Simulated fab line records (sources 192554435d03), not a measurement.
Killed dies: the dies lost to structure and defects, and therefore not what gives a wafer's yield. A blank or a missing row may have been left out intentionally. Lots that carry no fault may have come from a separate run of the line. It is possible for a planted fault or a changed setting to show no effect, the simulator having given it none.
fab line records	flow n5Finfet
record: lots: 6	wafers: 17	lastDay: 18
route steps=1938 shown BEOL_M3@1001 BEOL_M4@1111 PASSIVATION@1936
lots with no fault: from the same line, run without faults
startH: start of the lot's first displayed wafer, in hours after the record's first day	waitH: hours from the lot's prior step to this one	" same as the row above	L1.1+2: a single row standing in for several wafers	- no value, or no start given	* or withheld: withheld	< > ~ a bound
route shown NAME@n: names a module that has steps shown in the file, with the first one's number in the route	usual: mean/standard deviation of fault-free wafers	same: alike in all rows	chamber/n: place in a boat	sites: each site's reading	_std_site: the values' standard deviation	_edge_site: mean of outer sites minus mean of inner sites	radiusMm: for every site, how far away it sits from the centre of the wafer	mask NAME#n: copy n	behind: the most recent tool/chamber to have shaped the wafer	hold: why the lot was held/for how many hours/how that ended	device: transistor that didn't switch, given as n, p or np	end of line: the route-end tests of the same wafers	where a step has no rows: the recipe by itself	killed: the dies lost at the first sort to structure and to defects; this is not the yield of the wafer	map: a wafer's dies, x killed, . not, _ none there
set.NAME: setting as actually run; set.NAME@STEP: the setting as run at that earlier step	model.NAME: the simulator's own value behind a step, which no gauge read
certain route steps with their lots: each step a table, each wafer a row
services: the hour from which a tool's chamber was out of use, counted from the record's first day as startH (under 0 if before that day), plus the number of hours and why
== steps ==
step: N5_BEOL_M3_ANNEAL_87
recipe: tempC: 400	timeS: 240	ambient: vacuum
usual: heaterPowerW: 825/49
lot.wafer	tool	chamber	startH	waitH	heaterPowerW
L646.2	pvdSputter-03	-	178.56	0.0	822
L646.3	"	-	"	"	870
L646.5	"	-	"	"	812
L647.2	pvdSputter-02	-	179.62	0.0	884
L647.3	"	-	"	"	854
L647.6	"	-	"	"	855
L654.2	pvdSputter-01	-	243.23	0.0	835
L654.3	"	-	"	"	819
L654.4	"	-	"	"	867
L659.1	pvdSputter-02	-	253.46	0.0	888
L659.2	"	-	"	"	869
L659.3	"	-	"	"	858
L664.1	pvdSputter-01	-	288.96	0.0	860
L664.3	"	-	"	"	795
L668.1	pvdSputter-01	-	330.13	0.0	823
L668.3	"	-	"	"	811
L668.5	"	-	"	"	855
step: N5_BEOL_M3_SPUTTER_88
recipe: material: Cu	targetThkA: 45	tempC: -20	chamberPressurePa: 0.07	powerW: withheld	timeS: 8.29
step: N5_BEOL_M3_ANNEAL_89
recipe: tempC: 400	timeS: 240	ambient: vacuum
usual: heaterPowerW: 826/51
lot.wafer	tool	chamber	startH	waitH	heaterPowerW
L646.2	pvdSputter-03	-	178.78	0.0	828
L646.3	"	-	"	"	861
L646.5	"	-	"	"	817
L647.2	pvdSputter-02	-	179.84	0.0	909
L647.3	"	-	"	"	831
L647.6	"	-	"	"	890
L654.2	pvdSputter-01	-	243.45	0.0	827
L654.3	"	-	"	"	810
L654.4	"	-	"	"	839
L659.1	pvdSputter-02	-	253.68	0.0	883
L659.2	"	-	"	"	863
L659.3	"	-	"	"	868
L664.1	pvdSputter-01	-	289.18	0.0	837
L664.3	"	-	"	"	777
L668.1	pvdSputter-01	-	330.35	0.0	834
L668.3	"	-	"	"	816
L668.5	"	-	"	"	873
step: N5_BEOL_M3_SPUTTER_90
recipe: material: Cu	targetThkA: 45	tempC: -20	chamberPressurePa: 0.07	powerW: withheld	timeS: 8.29
step: N5_BEOL_M3_ANNEAL_91
recipe: tempC: 400	timeS: 240	ambient: vacuum
usual: heaterPowerW: 824/50
lot.wafer	tool	chamber	startH	waitH	heaterPowerW
L646.2	pvdSputter-03	-	179.00	0.0	799
L646.3	"	-	"	"	888
L646.5	"	-	"	"	819
L647.2	pvdSputter-02	-	180.06	0.0	880
L647.3	"	-	"	"	883
L647.6	"	-	"	"	869
L654.2	pvdSputter-01	-	243.67	0.0	853
L654.3	"	-	"	"	807
L654.4	"	-	"	"	847
L659.1	pvdSputter-02	-	253.90	0.0	863
L659.2	"	-	"	"	868
L659.3	"	-	"	"	865
L664.1	pvdSputter-01	-	289.40	0.0	861
L664.3	"	-	"	"	789
L668.1	pvdSputter-01	-	330.57	0.0	837
L668.3	"	-	"	"	793
L668.5	"	-	"	"	877
step: N5_BEOL_M3_SPUTTER_92
recipe: material: Cu	targetThkA: 45	tempC: -20	chamberPressurePa: 0.07	powerW: withheld	timeS: 8.29
step: N5_BEOL_M3_ANNEAL_93
recipe: tempC: 400	timeS: 240	ambient: vacuum
usual: heaterPowerW: 826/49
lot.wafer	tool	chamber	startH	waitH	heaterPowerW
L646.2	pvdSputter-03	-	179.22	0.0	809
L646.3	"	-	"	"	893
L646.5	"	-	"	"	819
L647.2	pvdSputter-02	-	180.28	0.0	889
L647.3	"	-	"	"	861
L647.6	"	-	"	"	908
L654.2	pvdSputter-01	-	243.89	0.0	817
L654.3	"	-	"	"	810
L654.4	"	-	"	"	876
L659.1	pvdSputter-02	-	254.12	0.0	880
L659.2	"	-	"	"	863
L659.3	"	-	"	"	858
L664.1	pvdSputter-01	-	289.62	0.0	853
L664.3	"	-	"	"	811
L668.1	pvdSputter-01	-	330.79	0.0	851
L668.3	"	-	"	"	792
L668.5	"	-	"	"	831
step: N5_BEOL_M3_SPUTTER_94
recipe: material: Cu	targetThkA: 45	tempC: -20	chamberPressurePa: 0.07	powerW: withheld	timeS: 8.29
step: N5_BEOL_M3_ANNEAL_95
recipe: tempC: 400	timeS: 240	ambient: vacuum
step: N5_BEOL_M3_SPUTTER_96
recipe: material: Cu	targetThkA: 45	tempC: -20	chamberPressurePa: 0.07	powerW: withheld	timeS: 8.29
usual: substrateTempC: -20.01/0.097	throttleValvePct: 30.5/0.66
lot.wafer	tool	chamber	startH	waitH	substrateTempC	throttleValvePct
L646.2	pvdSputter-03	-	179.58	0.1	-19.98	29.4
L646.3	"	-	"	"	-20.03	30.3
L646.5	"	-	"	"	-19.95	29.6
L647.2	pvdSputter-02	-	180.64	0.1	-20.11	30.2
L647.3	"	-	"	"	-20.00	30.9
L647.6	"	-	"	"	-19.99	30.2
L654.2	pvdSputter-01	-	244.25	0.1	-20.15	30.9
L654.3	"	-	"	"	-19.99	31.9
L654.4	"	-	"	"	-20.21	30.0
L659.1	pvdSputter-02	-	254.48	0.1	-19.91	30.0
L659.2	"	-	"	"	-19.92	30.2
L659.3	"	-	"	"	-20.02	31.0
L664.1	pvdSputter-01	-	289.98	0.1	-19.97	30.2
L664.3	"	-	"	"	-20.04	31.8
L668.1	pvdSputter-01	-	331.15	0.1	-20.04	30.9
L668.3	"	-	"	"	-20.00	31.4
L668.5	"	-	"	"	-19.95	30.4
step: N5_BEOL_M3_ECD_50
recipe: material: Cu	targetThkA: 3000
step: N5_BEOL_M3_ANNEAL_51
recipe: tempC: 225	timeS: 90	ambient: N2
step: N5_BEOL_M3_CMP_52
recipe: stopOn: SiOC	tOverpolishS: 6.8	downForcePsi: 1	platenRpm: 50	clearingPlatenDownForcePsi: 1.5	clearingPlatenRpm: 50	postCmpClean: cuAlkaline	targetThkNm: 40	clearingPlatenPadVelocityMS: 0.99484	padVelocityMS: 0.99484
usual: barrierFieldEndpointS: 24.8/0.47	clearingPlatenDownForcePsi: 1.5003/0.0029	motorCurrentA: 5.8/0.6	overpolishRunS: 6.799/0.0087	timeToEndpointS: 63.4/2.1
lot.wafer	tool	chamber	startH	waitH	barrierFieldEndpointS	clearingPlatenDownForcePsi	motorCurrentA	overpolishRunS	timeToEndpointS	model.Cu_of_BEOL_M3_ECD_50.thkNm	model.SiOC_of_BEOL_M3_ILD_DEP_00.thkNm
L646.3	cmp-02	0	180.12	0.2	25.1	1.5021	5.7	6.822	62.8	38	75.2
L646.2	"	2	"	"	24.7	1.5058	5.7	6.796	62.9	40.2	76.6
L646.5	"	0	"	"	24.6	1.5029	6.0	6.811	62.5	42.2	77.6
L647.2	cmp-01	1	181.14	0.2	25.0	1.4948	5.9	6.799	60.3	40.4	74.8
L647.3	"	3	"	"	24.6	1.5052	5.7	6.795	64.2	43	77.6
L647.6	"	1	"	"	25.0	1.5019	6.0	6.804	65.9	43.2	77.4
L654.2	cmp-04	2	244.93	0.2	25.1	1.4988	5.5	6.818	66.8	41.6	75
L654.4	"	3	"	"	25.1	1.5003	5.7	6.806	66.8	44.4	78
L654.3	"	0	"	"	25.5	1.4978	4.9	6.805	65.5	41.8	76.2
L659.2	cmp-01	2	255.26	0.5	24.3	1.4982	4.9	6.791	65.4	40.4	76
L659.3	"	3	"	"	24.5	1.5026	5.4	6.788	63.6	40.8	76
L659.1	"	1	"	"	24.7	1.4990	6.1	6.784	68.3	39.8	75.2
L664.1	cmp-01	3	290.62	0.4	13.5	1.4988	5.5	6.799	37.9	34.6	70.4
L664.3	"	1	"	"	23.9	1.4927	6.1	6.789	63.4	37.6	73.4
L668.1	cmp-01	2	331.72	0.3	14.0	1.5003	5.0	6.794	38.4	38.4	73.6
L668.3	"	3	"	"	25.0	1.5031	5.4	6.798	63.4	40.8	76.2
L668.5	"	0	"	"	24.4	1.5031	5.3	6.804	62.9	42.6	78
step: N5_BEOL_M4_RC_MEAS_101
usual: DIBL_N: 36.6/1.1	DIBL_P: 36.8/1.6	IOFF_N: 0.169/0.024	IOFF_P: 0.206/0.028	ION_N: 679/9.2	ION_P: 462/7	SS_N: 71.6/0.57	SS_P: 73.3/0.57	VT_N: 248.8/2.4	VT_P: -251/3
lot.wafer	tool	chamber	startH	waitH	DIBL_N[mV/V]	DIBL_P[mV/V]	IOFF_N[nA/um]	IOFF_P[nA/um]	ION_N[uA/um]	ION_P[uA/um]	SS_N[mV/dec]	SS_P[mV/dec]	VT_N[mV]	VT_P[mV]
L646.2	prober-02	0	193.41	0.2	35.8	34.9	0.150	0.161	666	450	71.3	72.3	251.0	-257
L646.3	"	0	"	"	36.1	34.4	0.140	0.152	663	448	70.9	72.8	253.1	-256
L646.5	"	0	"	"	37.1	36.4	0.168	0.188	675	455	71.0	73.4	249.0	-252
L647.2	prober-01	0	201.41	0.2	37.1	37.3	0.182	0.215	673	456	72.2	74.1	248.4	-249
L647.3	"	0	"	"	34.8	34.9	0.143	0.182	679	459	71.5	73.5	248.1	-255
L647.6	"	0	"	"	36.6	37.7	0.185	0.224	687	465	72.3	74.0	247.1	-252
L654.2	prober-01	0	255.19	0.2	35.2	35.9	0.143	0.199	681	463	71.8	72.9	249.2	-251
L654.3	"	0	"	"	38.0	39.0	0.195	0.250	685	467	72.2	73.5	248.4	-248
L654.4	"	0	"	"	37.4	37.8	0.192	0.236	692	463	72.3	73.7	247.9	-248
L659.1	prober-01	0	270.47	0.0	35.8	35.0	0.142	0.186	686	465	71.5	73.4	250.8	-251
L659.2	"	0	"	"	36.3	35.8	0.152	0.192	689	464	71.9	72.9	250.7	-253
L659.3	"	0	"	"	38.7	38.0	0.191	0.231	687	460	71.5	73.6	246.8	-249
L664.1	prober-01	0	304.79	0.0	38.7	38.7	0.226	0.232	698	466	72.6	73.9	243.9	-249
L664.3	"	0	"	"	38.3	39.5	0.212	0.242	684	466	72.2	74.1	247.3	-249
L668.1	prober-02	0	345.10	0.0	35.6	35.8	0.133	0.178	673	458	70.6	73.8	252.9	-253
L668.3	"	0	"	"	38.3	38.3	0.183	0.217	687	464	72.0	73.6	245.2	-253
L668.5	"	0	"	"	37.6	38.9	0.179	0.229	691	473	71.5	73.2	246.8	-250
step: N5_PASSIVATION_PROBE_49
usual: defectLimitedYield: 91.1/1.5	killed_at_M0_to_M3: 36/11	killed_at_M4_up: 14/5.6	killedAtContacts: 11/5.6	killedAtFrontEnd: 40/12	killedAtOther: 4/3.2	killedDies: 105/17	killedOpen: 69/12	killedShort: 34/8.4	sort_bin_5_function: 5.2/0.95	sort_bin_6_memory: 3.3/0.63	sort_bin_8_speed: 0.00/0.007	sortNPass: 1075/17	sortYieldPct: 91.1/1.5
same: grossDies: 1180	killedAtBackSide: 0	sort_bin_4_leakage[%]: 0
lot.wafer	tool	chamber	startH	waitH	defectLimitedYield[%]	killed_at_M0_to_M3	killed_at_M4_up	killedAtContacts	killedAtFrontEnd	killedAtOther	killedDies	killedOpen	killedShort	sort_bin_5_function[%]	sort_bin_6_memory[%]	sort_bin_8_speed[%]	sortNPass	sortYieldPct[%]
L647.2	prober-01	-	324.12	0.1	89.3	46	22	15	38	5	126	84	37	6.1	4.3	0	1054	89.3
L647.3	prober-01	-	324.17	0.1	89.7	51	13	10	43	4	121	79	41	5.7	4.2	0	1059	89.7
L647.6	prober-01	-	324.32	0.3	89.3	53	11	5	52	5	126	87	36	7.0	3.3	0	1054	89.3
L654.2	prober-02	-	363.12	0.1	90.8	34	15	9	36	14	108	74	33	6.2	2.7	0	1072	90.8
L654.3	prober-02	-	363.17	0.1	89.8	30	13	8	61	8	120	74	46	6.0	3.6	0	1060	89.8
L654.4	prober-02	-	363.22	0.2	90.4	42	19	6	39	7	113	83	27	4.5	4.7	0	1067	90.4
L664.1	prober-01	-	412.49	0.0	90.5	54	16	10	25	7	112	74	36	5.8	3.2	0	1068	90.5
L664.3	prober-01	-	412.59	0.1	91.0	36	18	9	38	5	106	64	35	5.3	3.2	0	1074	91.0
L668.1	prober-01	-	443.28	0.0	88.6	40	20	17	55	2	134	98	34	7.2	3.9	0	1046	88.6
L668.3	prober-01	-	443.38	0.1	88.5	37	18	34	45	2	136	75	57	5.8	4.7	0	1044	88.5
L668.5	prober-01	-	443.48	0.2	91.8	34	13	10	39	1	97	62	34	4.6	3.4	0	1083	91.8
killed by level:class
L647.2 MOL_CONTACT_COAG:geometricParticle:open=13 BEOL_M2:geometricParticle:open=10 BEOL_M0_SAQP:geometricParticle:open=10 BEOL_M0_SAQP:geometricParticle:short=8 DUMMY_GATE:geometricParticle:open=7 FIN_SAQP:geometricParticle:open=6 FIN_SAQP:geometricParticle:short=6 BEOL_M4:geometricParticle:open=6
L647.3 FIN_SAQP:geometricParticle:short=10 MOL_CONTACT_COAG:geometricParticle:open=9 BEOL_M3:geometricParticle:open=8 BEOL_M0_SAQP:geometricParticle:short=8 BEOL_M2:geometricParticle:open=8 BEOL_M4:geometricParticle:open=8 STI_FIN_REVEAL:geometricParticle:open=7 DUMMY_GATE:geometricParticle:open=7
L647.6 FIN_SAQP:geometricParticle:open=17 BEOL_M2:geometricParticle:open=12 FIN_SAQP:geometricParticle:short=11 BEOL_M3:geometricParticle:open=11 BEOL_M0_SAQP:geometricParticle:open=9 BEOL_M0_SAQP:geometricParticle:short=7 MOL_CONTACT_COAG:geometricParticle:open=5 DUMMY_GATE:geometricParticle:open=4
L654.2 BEOL_M1:geometricParticle:open=12 MOL_CONTACT_COAG:geometricParticle:open=9 FIN_SAQP:geometricParticle:open=8 STI_FIN_REVEAL:geometricParticle:open=7 MIM_TOP_ETCH:geometricParticle:short=7 BEOL_M0_SAQP:geometricParticle:open=5 BEOL_M1:geometricParticle:short=4 MIM_TOP_ETCH:geometricParticle:open=4
L654.3 FIN_SAQP:geometricParticle:open=16 STI_FIN_REVEAL:geometricParticle:open=12 FIN_SAQP:geometricParticle:short=10 MOL_CONTACT_COAG:geometricParticle:open=8 GATE_CUT:geometricParticle:short=6 BEOL_M0_SAQP:geometricParticle:open=6 BEOL_M4:geometricParticle:open=6 BEOL_M0_SAQP:geometricParticle:short=5
L654.4 FIN_SAQP:geometricParticle:open=13 BEOL_M4:geometricParticle:open=10 STI_FIN_REVEAL:geometricParticle:open=9 BEOL_M1:geometricParticle:open=9 BEOL_M0_SAQP:geometricParticle:open=8 BEOL_M2:geometricParticle:open=8 MOL_CONTACT_COAG:geometricParticle:open=5 BEOL_M0_SAQP:geometricParticle:short=5
L664.1 BEOL_M0_SAQP:geometricParticle:open=13 BEOL_M1:geometricParticle:open=11 BEOL_M3:geometricParticle:open=8 FIN_SAQP:geometricParticle:open=7 BEOL_M0_SAQP:geometricParticle:short=7 MOL_CONTACT_COAG:geometricParticle:open=7 BEOL_M4:geometricParticle:open=7 BEOL_M2:geometricParticle:short=4
L664.3 FIN_SAQP:geometricParticle:short=12 MOL_CONTACT_COAG:geometricParticle:open=9 BEOL_M2:geometricParticle:open=9 FIN_SAQP:geometricParticle:open=8 BEOL_M0_SAQP:geometricParticle:short=7 BEOL_M0_SAQP:geometricParticle:open=7 BEOL_M3:geometricParticle:open=5 SPACER0:geometricParticle:open=4
L668.1 FIN_SAQP:geometricParticle:open=21 MOL_CONTACT_COAG:geometricParticle:open=14 BEOL_M4:geometricParticle:open=13 BEOL_M0_SAQP:geometricParticle:open=12 BEOL_M0_SAQP:geometricParticle:short=9 BEOL_M2:geometricParticle:open=7 FIN_SAQP:geometricParticle:short=6 DUMMY_GATE:geometricParticle:open=6
L668.3 MOL_CONTACT_COAG:geometricParticle:open=24 BEOL_M4:geometricParticle:open=13 STI_FIN_REVEAL:geometricParticle:open=12 FIN_SAQP:geometricParticle:short=10 BEOL_M0_SAQP:geometricParticle:short=10 MOL_CONTACT_COAG:geometricParticle:short=10 BEOL_M0_SAQP:geometricParticle:open=7 STARTING-WAFER:geometricParticle:short=5
L668.5 MOL_CONTACT_COAG:geometricParticle:open=10 FIN_SAQP:geometricParticle:open=9 FIN_SAQP:geometricParticle:short=9 BEOL_M0_SAQP:geometricParticle:open=9 BEOL_M0_SAQP:geometricParticle:short=8 BEOL_M4:geometricParticle:open=7 STI_FIN_REVEAL:geometricParticle:open=6 BEOL_M1:geometricParticle:open=4
== services ==
tool	chamber	startH	hours	kind
pvdSputter-03	-	164.50	2.8	repair
cmp-02	-	167.59	0.3	repair
cmp-04	-	216.84	2.2	repair
cmp-04	-	233.82	0.3	repair
cmp-01	-	240.51	0.3	repair
cmp-02	-	255.37	4.0	pm
cmp-04	-	264.04	5.4	repair
cmp-01	-	265.45	0.5	repair
pvdSputter-02	-	295.39	5.2	repair
cmp-04	-	316.71	4.0	pm
cmp-04	-	320.71	-	consumableReplace:conditioner
cmp-04	-	320.71	-	consumableReplace:pad
== key ==
firstSign: step: N5_BEOL_M3_CMP_52	reading: barrierFieldEndpointS	direction: down	sigmas: 23	usual: 24.8	struck: 13.7
effect: step: N5_BEOL_M3_CMP_52	reading: timeToEndpointS	direction: down	sigmas: 12	usual: *	struck: *
modelEffect: step: N5_BEOL_M3_CMP_52	value: Cu_of_BEOL_M3_ECD_50.thkNm	without: 38.9	struck: 36.5
metAt N5_BEOL_M3_CMP_52
struckWafers L664.1,L668.1
onsetBetween 255.26 290.62
fault: kind: processParameterDrift	tool: cmp-01	chamber: -	onsetH: 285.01	steps: N5_BEOL_M3_CMP_52	channel: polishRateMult	offset: 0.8	shape: step	endH: 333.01	scope: struckWafersOnly
